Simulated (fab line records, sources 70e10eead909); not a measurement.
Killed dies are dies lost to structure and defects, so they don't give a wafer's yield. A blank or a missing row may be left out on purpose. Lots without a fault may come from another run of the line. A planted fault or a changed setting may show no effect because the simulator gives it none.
fab line records | flow nand_harc
record lots=6 wafers=18 last_day=33
route steps=1302 shown A_CONTACT@998 END@1302
lots that met no fault: from a run of the same line without faults
start_h: hours from the record's first day to the start of the lot's first wafer shown | wait_h: hours since the lot's step before | " the same as in the row above | L1.1+2: a row that stands for several wafers | - no value, or no start given | * or withheld: withheld | < > ~ a bound
route shown NAME@n: a module of which the file shows steps, and the number in the route of the first | usual: mean/standard deviation of fault-free wafers | same: alike in all rows | chamber/n: place in a boat | sites: the reading at each site | _std_site: their standard deviation | _edge_site: outer sites' mean less inner sites' | radius_mm: how far each site lies from the wafer's centre | mask NAME#n: copy n | behind: the tool/chamber that last shaped the wafer | hold: why the lot was held/for how many hours/how that ended | device: the transistor (n, p or np) that didn't switch | end of line: the same wafers' tests at the end of the route | a step without rows: its recipe alone | killed: dies lost to structure and defects at the first sort, not the wafer's yield | map: a wafer's dies, x killed, . not, _ none there
set.NAME: the setting as run; set.NAME@STEP: as run at that earlier step | model.NAME: the simulator's own value behind a step, which no gauge read
lots at some steps of the route; a table a step, a row a wafer
services: from which hour (start_h, from the record's first day; less than 0 if before it) a tool's chamber was out of use, for how many hours, and why
## steps
# step NHARC_A_CONTACT_OVL_MEAS_43
# usual overlay_x_nm=0.0/0.88 overlay_y_nm=-0.2/0.86
# columns lot.wafer tool chamber start_h wait_h overlay_x_nm overlay_y_nm
L454.1 overlay-02 - 500.67 - -0.5 -1.0
L454.2 " - " " -1.1 -1.0
L454.5 " - " " -0.9 -0.9
L461.3 overlay-01 - 581.10 - 1.1 -0.8
L461.4 " - " " 0.9 -1.3
L461.5 " - " " 1.0 -1.9
L464.1 overlay-02 - 590.88 - -0.9 0.6
L464.2 " - " " -1.0 0.0
L464.4 " - " " -0.4 0.1
L465.1 overlay-02 - 603.87 - -0.6 -0.1
L465.4 " - " " -0.3 -0.3
L465.6 " - " " -0.9 -0.2
L470.2 overlay-01 - 661.66 - 1.8 0.9
L470.3 " - " " 1.0 0.8
L470.6 " - " " 1.5 1.0
L475.1 overlay-01 - 710.41 - -0.7 -0.7
L475.4 " - " " -0.7 -0.6
L475.6 " - " " -1.3 -0.6
# step NHARC_A_CONTACT_INSPECT_44
# usual raw_defect_count=84/43
# columns lot.wafer tool chamber start_h wait_h raw_defect_count
L454.1 defect_inspect-01 - 500.71 0.0 90
L454.2 " - " " 98
L454.5 " - " " 97
L461.3 defect_inspect-02 - 581.14 0.0 125
L461.4 " - " " 103
L461.5 " - " " 137
L464.1 defect_inspect-02 - 590.92 0.0 63
L464.2 " - " " 76
L464.4 " - " " 76
L465.1 defect_inspect-02 - 603.91 0.0 39
L465.4 " - " " 25
L465.6 " - " " 59
L470.2 defect_inspect-01 - 661.69 0.0 26
L470.3 " - " " 19
L470.6 " - " " 38
L475.1 defect_inspect-02 - 710.45 0.0 26
L475.4 " - " " 22
L475.6 " - " " 23
# step NHARC_A_CONTACT_DESCUM_47
# recipe time_s=3 o2_flow_sccm=200 ar_flow_sccm=0 bias_power_w=0 chemistry=O2
# step NHARC_A_CONTACT_ETCH_48
# recipe target_depth_a=390 over_etch_frac=0.3 time_s=65 ion_energy_ev=80 cf4_flow_sccm=150 ar_flow_sccm=0 rf_w=300 bias_w=100 chemistry=CF4
# step NHARC_A_CONTACT_ETCH_49
# recipe target_depth_a=2600 over_etch_frac=0.3 time_s=475.3 ion_energy_ev=200 n2_flow_sccm=150 h2_flow_sccm=150 ar_flow_sccm=0 rf_w=400 bias_w=150 chemistry=N2/H2
# step NHARC_A_CONTACT_ETCH_50
# recipe target_depth_a=1210 time_s=60.5 cf4_flow_sccm=100 chf3_flow_sccm=30 ar_flow_sccm=0 rf_w=500 bias_w=200 chemistry=CF4/CHF3
# step NHARC_A_CONTACT_ETCH_51
# recipe target_depth_a=70000 over_etch_frac=0.3 time_s=1820 ion_energy_ev=150 o2_flow_sccm=400 cos_flow_sccm=20 ar_flow_sccm=0 rf_w=500 bias_w=300 chemistry=O2/COS
# usual drypump_motor_current_A=5.5/0.49 oes_product_au=1.001/0.013 rf_fwd_power_W=499.7/1.4 rf_vpp_V=313.7/2.5 showerhead_plenum_p_Torr=3.09/0.16 throttle_valve_pct=28.329/0.009
# same over_etch_frac=0.3
# columns lot.wafer tool chamber start_h wait_h drypump_motor_current_A oes_product_au rf_fwd_power_W rf_hours_counter_h rf_vpp_V showerhead_plenum_p_Torr throttle_valve_pct
L454.1 rie_diel-05 3 - - 5.2 0.987 499.9 32 313.9 3.18 28.336
L454.2 " 0 " " 6.0 1.006 500.3 34 312.1 2.95 28.344
L454.5 " 2 " " 5.7 1.011 501.0 - 309.3 2.90 28.330
L461.3 rie_diel-04 0 - - 5.5 1.005 497.4 11 314.0 3.04 28.319
L461.4 " 1 " " 5.6 1.021 500.9 10 315.1 3.02 28.339
L461.5 " 0 " " 5.5 1.004 497.6 - 313.5 3.04 28.336
L464.1 rie_diel-09 3 - - 5.5 0.993 500.0 15 317.6 3.37 28.332
L464.4 " 0 " " 5.2 1.006 500.9 16 313.0 3.04 28.323
L464.2 " 1 " " 6.0 0.994 500.7 16 313.1 2.91 28.323
L465.4 rie_diel-05 3 - - 5.3 0.995 501.8 4 314.0 3.17 28.342
L465.1 " 0 " " 6.0 0.974 499.5 4 310.0 2.93 28.337
L465.6 " 0 " " 6.0 0.995 499.7 - 311.8 2.93 28.319
L470.3 rie_diel-09 1 - - 6.0 1.005 501.9 30 310.7 2.90 28.328
L470.2 " 3 " " 5.6 0.998 500.0 25 317.3 3.36 28.335
L470.6 " 0 " " 5.2 1.011 498.7 - 313.6 3.04 28.301
L475.1 rie_diel-09 0 - - 5.2 1.008 498.7 4 313.4 3.03 28.332
L475.4 " 3 " " 5.6 1.003 500.0 4 316.4 3.36 28.326
L475.6 " 0 " " 5.2 1.009 500.1 - 311.0 3.03 28.327
# step NHARC_A_CONTACT_ETCH_111
# recipe source_w=withheld pressure_mtorr=20 bias_v=withheld time_s=140 target_depth_a=7000 ar_flow_sccm=withheld c4f8_flow_sccm=withheld o2_flow_sccm=withheld chemistry=C4F8/O2/Ar
# step NHARC_A_CONTACT_ETCH_112
# recipe source_w=withheld pressure_mtorr=20 bias_v=3000 time_s=190 target_depth_a=18500 ar_flow_sccm=withheld c4f8_flow_sccm=withheld o2_flow_sccm=withheld chemistry=C4F8/O2/Ar
# step NHARC_A_CONTACT_ETCH_113
# recipe source_w=withheld pressure_mtorr=20 bias_v=3000 time_s=190 target_depth_a=18500 ar_flow_sccm=withheld c4f8_flow_sccm=withheld o2_flow_sccm=withheld chemistry=C4F8/O2/Ar
# step NHARC_A_CONTACT_ETCH_114
# recipe source_w=withheld pressure_mtorr=20 bias_v=3000 time_s=190 target_depth_a=18500 ar_flow_sccm=withheld c4f8_flow_sccm=withheld o2_flow_sccm=withheld chemistry=C4F8/O2/Ar
# step NHARC_A_CONTACT_ETCH_115
# recipe source_w=withheld pressure_mtorr=20 bias_v=3000 time_s=190 target_depth_a=18500 ar_flow_sccm=withheld c4f8_flow_sccm=withheld o2_flow_sccm=withheld chemistry=C4F8/O2/Ar
# columns lot.wafer tool chamber start_h wait_h rf_hours_counter_h
L454.2 har_cap_etch-02 0 503.39 0.1 86
L454.1 " 1 " " 86
L454.5 " 0 " " -
L461.3 har_cap_etch-03 1 583.79 0.1 -
L461.4 " 0 " " -
L461.5 " 0 " " -
L464.1 har_cap_etch-03 1 593.52 0.1 59
L464.2 " 0 " " 59
L464.4 " 1 " " -
L465.1 har_cap_etch-02 1 606.69 0.1 105
L465.4 " 1 " " -
L465.6 " 0 " " -
L470.2 har_cap_etch-01 1 664.29 0.1 27
L470.3 " 1 " " -
L470.6 " 0 " " -
L475.1 har_cap_etch-03 0 713.04 0.1 80
L475.4 " 0 " " -
L475.6 " 1 " " -
# step NHARC_A_CONTACT_ETCH_116
# recipe source_w=withheld pressure_mtorr=20 bias_v=3000 time_s=190 target_depth_a=18500 ar_flow_sccm=withheld c4f8_flow_sccm=withheld o2_flow_sccm=withheld chemistry=C4F8/O2/Ar
# columns lot.wafer tool chamber start_h wait_h rf_hours_counter_h
L454.2 har_cap_etch-02 0 503.56 0.1 86
L454.1 " 1 " " 86
L454.5 " 0 " " -
L461.3 har_cap_etch-03 1 583.97 0.1 -
L461.4 " 0 " " -
L461.5 " 0 " " -
L464.1 har_cap_etch-03 1 593.69 0.1 59
L464.2 " 0 " " 59
L464.4 " 1 " " -
L465.1 har_cap_etch-02 1 606.86 0.1 106
L465.4 " 1 " " -
L465.6 " 0 " " -
L470.2 har_cap_etch-01 1 664.46 0.1 28
L470.3 " 1 " " -
L470.6 " 0 " " -
L475.1 har_cap_etch-03 0 713.21 0.1 80
L475.4 " 0 " " -
L475.6 " 1 " " -
# step NHARC_A_CONTACT_ETCH_117
# recipe source_w=withheld pressure_mtorr=20 bias_v=3000 time_s=190 target_depth_a=18500 ar_flow_sccm=withheld c4f8_flow_sccm=withheld o2_flow_sccm=withheld chemistry=C4F8/O2/Ar
# step NHARC_A_CONTACT_ETCH_118
# recipe source_w=withheld pressure_mtorr=20 bias_v=3000 time_s=190 target_depth_a=18500 ar_flow_sccm=withheld c4f8_flow_sccm=withheld o2_flow_sccm=withheld chemistry=C4F8/O2/Ar
# columns lot.wafer tool chamber start_h wait_h rf_hours_counter_h
L454.2 har_cap_etch-02 0 503.91 0.1 86
L454.1 " 1 " " 86
L454.5 " 0 " " -
L461.3 har_cap_etch-03 1 584.31 0.1 -
L461.4 " 0 " " -
L461.5 " 0 " " -
L464.1 har_cap_etch-03 1 594.03 0.1 59
L464.2 " 0 " " 59
L464.4 " 1 " " -
L465.1 har_cap_etch-02 1 607.20 0.1 106
L465.4 " 1 " " -
L465.6 " 0 " " -
L470.2 har_cap_etch-01 1 664.80 0.1 28
L470.3 " 1 " " -
L470.6 " 0 " " -
L475.1 har_cap_etch-03 0 713.55 0.1 81
L475.4 " 0 " " -
L475.6 " 1 " " -
# step NHARC_A_CONTACT_ETCH_119
# recipe source_w=withheld pressure_mtorr=20 bias_v=3000 time_s=190 target_depth_a=18500 ar_flow_sccm=withheld c4f8_flow_sccm=withheld o2_flow_sccm=withheld chemistry=C4F8/O2/Ar
# step NHARC_A_CONTACT_ETCH_120
# recipe source_w=withheld pressure_mtorr=20 bias_v=3000 time_s=190 target_depth_a=18500 ar_flow_sccm=withheld c4f8_flow_sccm=withheld o2_flow_sccm=withheld chemistry=C4F8/O2/Ar
# step NHARC_A_CONTACT_ETCH_121
# recipe source_w=withheld pressure_mtorr=20 bias_v=3000 time_s=190 target_depth_a=18500 ar_flow_sccm=withheld c4f8_flow_sccm=withheld o2_flow_sccm=withheld chemistry=C4F8/O2/Ar
# step NHARC_A_CONTACT_ETCH_122
# recipe source_w=withheld pressure_mtorr=20 bias_v=3000 time_s=190 target_depth_a=18500 ar_flow_sccm=withheld c4f8_flow_sccm=withheld o2_flow_sccm=withheld chemistry=C4F8/O2/Ar
# step NHARC_A_CONTACT_ETCH_123
# recipe source_w=withheld pressure_mtorr=20 bias_v=400 time_s=490 target_depth_a=21100 ar_flow_sccm=withheld c4f8_flow_sccm=11.5 o2_flow_sccm=7.2 chemistry=C4F8/O2/Ar
# step NHARC_A_CONTACT_ETCH_90
# recipe target_depth_a=400 over_etch_frac=0.5 time_s=85.7 ion_energy_ev=120 ch3f_flow_sccm=50 o2_flow_sccm=30 ar_flow_sccm=200 rf_w=500 bias_w=100 chemistry=CH3F/O2
# usual ch3f_flow_sccm=49.98/0.16 drypump_motor_current_A=5.4/0.49 oes_product_au=0.97/0.037 rf_fwd_power_W=496.5/1.8 rf_vpp_V=243.9/2.1 showerhead_plenum_p_Torr=2.43/0.14 throttle_valve_pct=20.663/0.01
# same over_etch_frac=0.5
# columns lot.wafer tool chamber start_h wait_h ch3f_flow_sccm drypump_motor_current_A oes_product_au rf_fwd_power_W rf_hours_counter_h rf_vpp_V showerhead_plenum_p_Torr throttle_valve_pct
L454.2 rie_diel-04 2 505.74 0.9 49.81 5.3 0.93 496.6 45 245.1 2.49 20.669
L454.1 " 1 " " 49.89 5.6 0.92 492.8 47 243.0 2.38 20.671
L454.5 " 2 " " 49.94 5.2 0.93 496.9 - 246.1 2.49 20.668
L461.3 rie_diel-09 2 586.10 0.7 49.70 4.7 1.01 497.2 14 242.0 2.31 20.658
L461.4 " 0 " " 49.97 5.2 1.00 498.3 13 243.1 2.40 20.643
L461.5 " 2 " " 49.70 4.7 1.01 498.1 - 243.1 2.31 20.641
L464.4 rie_diel-09 2 595.86 0.7 50.06 4.7 0.94 496.2 16 242.0 2.31 20.655
L464.1 " 0 " " 49.99 5.2 0.93 495.2 16 243.8 2.39 20.665
L464.2 " 1 " " 49.65 6.0 0.93 497.4 17 241.3 2.29 20.668
L465.4 rie_diel-09 2 609.03 0.7 49.94 4.7 1.02 495.8 19 241.9 2.31 20.660
L465.1 " 3 " " 49.97 5.6 0.99 497.9 19 247.6 2.65 20.643
L465.6 " 1 " " 50.02 6.0 1.01 496.6 - 241.3 2.29 20.653
L470.3 rie_diel-05 2 666.64 0.7 49.99 5.7 1.01 498.9 26 247.2 2.65 20.671
L470.2 " 1 " " 50.01 4.9 0.98 495.3 26 245.2 2.48 20.670
L470.6 " 3 " " 50.01 5.2 1.00 497.1 - 243.1 2.49 20.662
L475.1 rie_diel-09 3 715.37 0.9 50.15 5.6 0.95 499.8 4 245.8 2.65 20.654
L475.6 " 3 " " 50.13 5.6 0.94 497.0 - 245.5 2.65 20.670
L475.4 " 2 " " 49.89 4.7 0.99 497.1 - 241.7 2.30 20.647
# step NHARC_A_CONTACT_ETCH_96
# recipe target_depth_a=200 over_etch_frac=0.5 time_s=10 ion_energy_ev=250 c4f6_flow_sccm=25 o2_flow_sccm=20 ar_flow_sccm=500 rf_w=600 bias_w=500 chemistry=C4F6/O2
# usual drypump_motor_current_A=5.4/0.49 oes_product_au=0.976/0.028 rf_fwd_power_W=586.4/2.6 rf_vpp_V=546/4.2 showerhead_plenum_p_Torr=3.89/0.2 throttle_valve_pct=26.903/0.0092
# same over_etch_frac=0.5
# columns lot.wafer tool chamber start_h wait_h drypump_motor_current_A oes_product_au rf_fwd_power_W rf_hours_counter_h rf_vpp_V showerhead_plenum_p_Torr throttle_valve_pct
L454.1 rie_diel-04 2 - - 5.2 0.948 582.8 45 547 3.97 26.910
L454.2 " 3 " " 6.6 0.925 586.8 50 553 4.20 26.907
L454.5 " 1 " " 5.6 0.952 586.8 - 544 3.81 26.901
L461.4 rie_diel-09 3 - - 5.6 0.991 590.0 13 551 4.22 26.899
L461.3 " 0 " " 5.2 1.011 584.6 13 545 3.83 26.902
L461.5 " 3 " " 5.6 0.985 590.5 - 553 4.22 26.901
L464.1 rie_diel-09 0 - - 5.2 0.941 587.0 16 544 3.83 26.904
L464.2 " 1 " " 6.0 0.942 586.4 17 541 3.67 26.907
L464.4 " 3 " " 5.6 0.944 591.5 16 552 4.22 26.899
L465.1 rie_diel-09 0 - - 5.2 1.002 583.1 19 545 3.82 26.907
L465.4 " 1 " " 6.0 1.001 585.3 20 541 3.67 26.927
L465.6 " 0 " " 5.2 1.012 582.4 - 546 3.82 26.909
L470.2 rie_diel-05 3 - - 5.3 0.999 582.5 19 548 3.97 26.887
L470.3 " 1 " " 4.9 0.996 584.7 26 548 3.96 26.890
L470.6 " 3 " " 5.3 1.001 583.7 - 548 3.97 26.896
L475.1 rie_diel-09 3 715.54 0.1 5.6 0.971 591.2 4 554 4.21 26.913
L475.6 " 3 " " 5.6 0.959 590.5 - 552 4.21 26.914
L475.4 " 0 " " 5.2 0.970 583.3 - 546 3.81 26.894
# step NHARC_A_CONTACT_CD_MEAS_53
# usual cd_nm=289.5/0.78
# columns lot.wafer tool chamber start_h wait_h cd_nm
L454.1 cd_sem-01 - 505.96 - 288.8
L454.2 " - " " 288.6
L454.5 " - " " 288.6
L461.3 cd_sem-01 - 586.32 - 289.1
L461.4 " - " " 289.9
L461.5 " - " " 289.7
L464.1 cd_sem-01 - 596.08 - 289.5
L464.2 " - " " 290.5
L464.4 " - " " 289.8
L465.1 cd_sem-03 - 609.24 - 287.6
L465.4 " - " " 288.1
L465.6 " - " " 288.1
L470.2 cd_sem-03 - 666.86 - 289.2
L470.3 " - " " 289.6
L470.6 " - " " 289.2
L475.1 cd_sem-01 - 715.62 - 291.0
L475.4 " - " " 290.4
L475.6 " - " " 290.8
# step NHARC_A_CONTACT_STRIP_99
# recipe n2_flow_sccm=150 h2_flow_sccm=150 ar_flow_sccm=0 bias_w=0 chemistry=N2/H2
# step NHARC_A_CONTACT_STRIP_100
# recipe cf4_flow_sccm=100 chf3_flow_sccm=30 ar_flow_sccm=0 bias_w=0 chemistry=CF4/CHF3
# step NHARC_A_CONTACT_STRIP_101
# recipe o2_flow_sccm=400 cos_flow_sccm=20 ar_flow_sccm=0 bias_w=0 chemistry=O2/COS
# step NHARC_A_CONTACT_ETCH_102
# recipe target_depth_a=1000 overetch_a=100 time_s=55 ion_energy_ev=100 cf4_flow_sccm=80 o2_flow_sccm=20 ar_flow_sccm=0 rf_w=300 bias_w=100 chemistry=CF4/O2
# step NHARC_A_CONTACT_STRIP_55
# recipe o2_flow_sccm=500 ar_flow_sccm=0 bias_w=0 chemistry=O2
# step NHARC_A_CONTACT_STRIP_56
# recipe time_s=600 temp_c=30 chemistry=post_etch_residue_remover
# step NHARC_A_CONTACT_DEP_57
# recipe target_thk_a=53000 temp_c=400 material=aC
# step NHARC_A_CONTACT_DEP_58
# recipe target_thk_a=900 target_thk_nm=90 temp_c=400 pressure_torr=3.5 flow_sccm=200 rf_w=350 material=SiON
# step NHARC_A_CONTACT_DEHYDRATE_59
# recipe temp_c=150 time_s=120
# step NHARC_A_CONTACT_HMDS_60
# recipe time_s=30
# step NHARC_A_CONTACT_COAT_61
# recipe temp_c=260 time_s=75
# step NHARC_A_CONTACT_COAT_62
# recipe temp_c=225 time_s=65
# step NHARC_A_CONTACT_COAT_63
# recipe spin_rpm=1500 resist_thk_nm=90
# step NHARC_A_CONTACT_SOFTBAKE_64
# recipe temp_c=105 time_s=55
# step NHARC_A_CONTACT_EBR_65
# step NHARC_A_CONTACT_EXPOSE_66
# recipe na=1.35 sigma_outer=0.8 dose_mj=59.02 mask_id=A_CC_2
# step NHARC_A_CONTACT_PEB_67
# recipe peb_temp_c=100 peb_time_s=65
# step NHARC_A_CONTACT_DEVELOP_68
# recipe develop_time_s=35 dev_temp_c=23
# step NHARC_A_CONTACT_CD_MEAS_69
# recipe target_cd_nm=300 landing_energy_ev=500
# usual cd_nm=300.0/0.7
# columns lot.wafer tool chamber start_h wait_h cd_nm
L454.1 cd_sem-02 0 517.26 - 299.7
L454.2 " 0 " " 298.7
L454.5 " 0 " " 299.7
L461.3 cd_sem-03 0 594.28 - 299.8
L461.4 " 0 " " 300.1
L461.5 " 0 " " 299.7
L464.1 cd_sem-03 0 600.99 - 300.2
L464.2 " 0 " " 300.7
L464.4 " 0 " " 300.6
L465.1 cd_sem-03 0 614.10 - 300.1
L465.4 " 0 " " 299.4
L465.6 " 0 " " 299.7
L470.2 cd_sem-01 0 671.78 - 300.7
L470.3 " 0 " " 301.0
L470.6 " 0 " " 299.7
L475.1 cd_sem-03 0 720.67 - 300.1
L475.4 " 0 " " 300.4
L475.6 " 0 " " 299.8
# step NHARC_END_SORT_01
# recipe temp_c=25
# usual killed_at_array=62/22 killed_at_other=1.0/1.4 killed_at_periphery=4.2/2.8 killed_dies=67/23 killed_open=3.1/1.7 killed_short=2.1/1.5
# same gross_dies=677
# columns lot.wafer tool chamber start_h wait_h killed_at_array killed_at_other killed_at_periphery killed_dies killed_open killed_short
L461.3 prober-02 0 655.49 3.1 158 0 2 160 3 1
L461.4 prober-02 0 656.29 3.4 168 1 2 171 2 4
L461.5 prober-02 0 657.08 3.7 156 2 3 161 0 3
L464.1 prober-01 0 661.74 2.5 108 1 4 113 2 0
L464.2 prober-01 0 662.55 2.8 135 0 2 137 2 0
L464.4 prober-01 0 664.16 3.4 117 2 2 121 2 3
# killed by level:class
L461.3 A_CONTACT:unspecified=88 A_SLIT:chamber_film_flake=28 A_CHANNEL_HOLE_D1:chamber_film_flake=28 A_CHANNEL_HOLE_D2:chamber_film_flake=5 A_CONTACT:chamber_film_flake=3 A_CHANNEL_FILL_D2:chamber_film_flake=2 A_WL_FILL:chamber_film_flake=2 P_M0:geometric_particle:open=1
L461.4 A_CONTACT:unspecified=82 A_SLIT:chamber_film_flake=32 A_CHANNEL_HOLE_D1:chamber_film_flake=29 A_CHANNEL_HOLE_D2:chamber_film_flake=14 A_CONTACT:chamber_film_flake=4 P_ZERO_WELL:chamber_film_flake=2 A_CHANNEL_HOLE_D1:geometric_particle:open=1 A_ONON_D2:geometric_particle:short=1
L461.5 A_CONTACT:unspecified=76 A_SLIT:chamber_film_flake=31 A_CHANNEL_HOLE_D1:chamber_film_flake=29 A_CHANNEL_HOLE_D2:chamber_film_flake=10 A_CONTACT:chamber_film_flake=6 P_ZERO_WELL:chamber_film_flake=2 THIN_TSV:chamber_film_flake=2 P_STI:geometric_particle:short=1
L464.1 A_CONTACT:unspecified=86 A_SLIT:chamber_film_flake=9 A_CHANNEL_HOLE_D1:chamber_film_flake=4 A_CONTACT:chamber_film_flake=3 P_ZERO_WELL:chamber_film_flake=2 A_CHANNEL_FILL_D1:chamber_film_flake=2 P_M1:geometric_particle:open=1 A_DECK1_JOINT:geometric_particle:open=1
L464.2 A_CONTACT:unspecified=90 A_SLIT:chamber_film_flake=30 A_CHANNEL_HOLE_D1:chamber_film_flake=6 A_CONTACT:chamber_film_flake=5 P_STI:geometric_particle:open=1 A_DECK1_JOINT:geometric_particle:open=1 P_ZERO_WELL:chamber_film_flake=1 A_CHANNEL_FILL_D1:chamber_film_flake=1
L464.4 A_CONTACT:unspecified=88 A_CHANNEL_HOLE_D1:chamber_film_flake=9 A_SLIT:chamber_film_flake=6 A_CONTACT:chamber_film_flake=3 A_ZERO_WELL:chamber_film_flake=2 A_SGD_CUT:chamber_film_flake=2 A_WL_FILL:chamber_film_flake=2 THIN_TSV:chamber_film_flake=2
# map L461.4 (x killed, . not)
____________.____________
_________......._________
_______.x........._______
______xx...........______
_____xxxxx.........._____
____xxxx.xx..........____
____xxx.xx...........____
___.xxxxx.............___
___.xxxx..............___
__...x.x...............__
__................x....__
_.....x................._
_......x................_
_.................x....x_
_........xx.x..........._
_.......xxx........x...._
.......xxxxx.....x.x....x
.......xxxxx...x.xxxx..x.
.....x..xx.x.x...xxxxxx.x
.......xxxxxx...xxxxxxxx.
.......xxx.....xxxxxxxxx.
_........xx.x...xxxxxxxx_
_.......xx......xxxxxxxx_
_..............x.xxxxxxx_
_......x......x.xxxxxxxx_
_................xxxxxx._
__.......x........xxxxx__
__................xxxxx__
___......x..xx........___
___....x..x.........x.___
____....x.x..x.......____
____...xx.xx.........____
_____.........x....._____
______.....x.......______
_______..........._______
_________x......_________
____________.____________
# map L464.2 (x killed, . not)
____________.____________
_________......._________
_______..........._______
______....x........______
_____..............._____
____x................____
____.x...............____
___...................___
___...................___
__.....x...............__
__..x..x...............__
_......................._
_......................._
_......x................_
_.........x............._
_.........x.....x...x..._
.........x.......xx.xx...
.......xx........xxxxxx..
..............x.xxxxxxxxx
................xxxxxxxxx
........x..x.....xxxxxxxx
_...............xxxxxxxx_
_..............xxxxxxxxx_
_...............xxxxxxxx_
_.........x...xxxxxxxxxx_
_................xxxxxxx_
__..........x.....xxxxx__
__.......x.x.....xxxxx.__
___......xx..x.....x..___
___......x.xx.........___
____....xxxxx........____
____...xxxxx.........____
_____....xxxxx......_____
______...xxx.......______
_______.x.x......._______
_________x......_________
____________.____________
## services
# columns tool chamber start_h hours kind
har_cap_etch-01 - 497.00 17.0 pm
rie_diel-09 - 497.10 9.0 pm
rie_diel-09 0 497.10 9.0 vent_cycle
rie_diel-09 1 497.10 9.0 vent_cycle
rie_diel-09 2 497.10 9.0 vent_cycle
rie_diel-09 3 497.10 9.0 vent_cycle
rie_diel-09 0 506.10 - clean
rie_diel-09 1 506.10 - clean
rie_diel-09 2 506.10 - clean
rie_diel-09 2 506.10 - consumable_replace:focus_ring
rie_diel-09 3 506.10 - clean
rie_diel-09 3 506.10 - consumable_replace:showerhead
rie_diel-09 0 530.73 - clean
rie_diel-04 - 533.38 9.0 pm
rie_diel-05 0 541.14 4.4 repair
rie_diel-05 0 571.25 7.7 repair
rie_diel-05 - 584.74 9.0 pm
rie_diel-04 2 591.69 4.0 repair
rie_diel-04 2 620.67 3.5 repair
rie_diel-05 3 621.63 9.3 repair
rie_diel-04 1 656.79 14.2 repair
rie_diel-09 - 674.10 9.0 pm
rie_diel-04 - 710.38 9.0 pm
rie_diel-09 1 713.42 9.6 repair
## key
first_sign step=NHARC_END_SORT_01 reading=killed_at_array direction=up sigmas=3.5 usual=62 struck=140
effect step=NHARC_END_SORT_01 reading=killed_dies direction=up sigmas=3.4 usual=67 struck=144
more_kills_born_at NHARC_A_CONTACT_ETCH_116@har_cap_etch-03=508
met_at NHARC_A_CONTACT_ETCH_116
struck_wafers L461.3,L461.4,L461.5,L464.1,L464.2,L464.4
tester_left_out L461,L464
fault kind=chamber_particle_source tool=har_cap_etch-03 chamber=- onset_h=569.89 steps=NHARC_A_CONTACT_ETCH_116 rate_per_visit_cm2=1.0035 end_h=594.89
# tester_left_out: of these lots the tester's yield and bins aren't shown, on N5 and GAA mostly nor the transistor test; their killed dies are dies lost to structure and defects alone, not to doping, threshold or leakage, so they don't give the yield
